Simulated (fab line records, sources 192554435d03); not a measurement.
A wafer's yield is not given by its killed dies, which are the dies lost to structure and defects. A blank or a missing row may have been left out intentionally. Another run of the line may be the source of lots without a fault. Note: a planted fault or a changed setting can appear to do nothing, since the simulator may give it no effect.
Chamber matching	flow n5 finfet	cvd co-02 running N5_BEOL_M5_PRE_CLEAN_77: 3 sister chambers
The step time 15 s. 3 wafers are shown with their chamber, then 12 later ones without.

== WAFERS PAIRED WITH THEIR CHAMBERS ==
wafer	chamber	heater power w (W)
L089.4	2	90
L089.5	0	103
L089.6	1	95

== WAFERS WITH NO CHAMBER GIVEN ==
wafer	heater power w (W)
L091.1	88
L091.2	97
L091.5	105
L095.1	100
L095.2	89
L095.3	105
L095.4	103
L095.5	100
L095.6	90
L096.2	95
L096.3	106
L096.4	89

== CHAMBER TAKEN BY EACH ==
wafer	from the rows above	in truth
L091.1	2	2
L091.2	1	1
L091.5	0	0
L095.1	can't be placed: 0 or 1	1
L095.2	2	2
L095.3	0	0
L095.4	0	0
L095.5	can't be placed: 0 or 1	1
L095.6	2	2
L096.2	1	1
L096.3	0	0
L096.4	2	2
Placed correctly: 10 of 12. From these rows, 2 cannot be placed; in 2 the true chamber is one of the candidates. Wrongly placed: 0.
How it was worked out, from the rows above alone: a wafer's distance from a chamber is the root of the sum, over the readings, of the square of ((its reading less the chamber's mean) divided by the reading's scatter). If the next closest chamber is less than 2 further off than the closest, the wafer can't be placed; otherwise it belongs to the closest. The mean given for a chamber averages the wafers shown for that chamber. The scatter: root of mean squared gap, hidden wafer to nearest shown wafer, with one shown wafer a chamber.
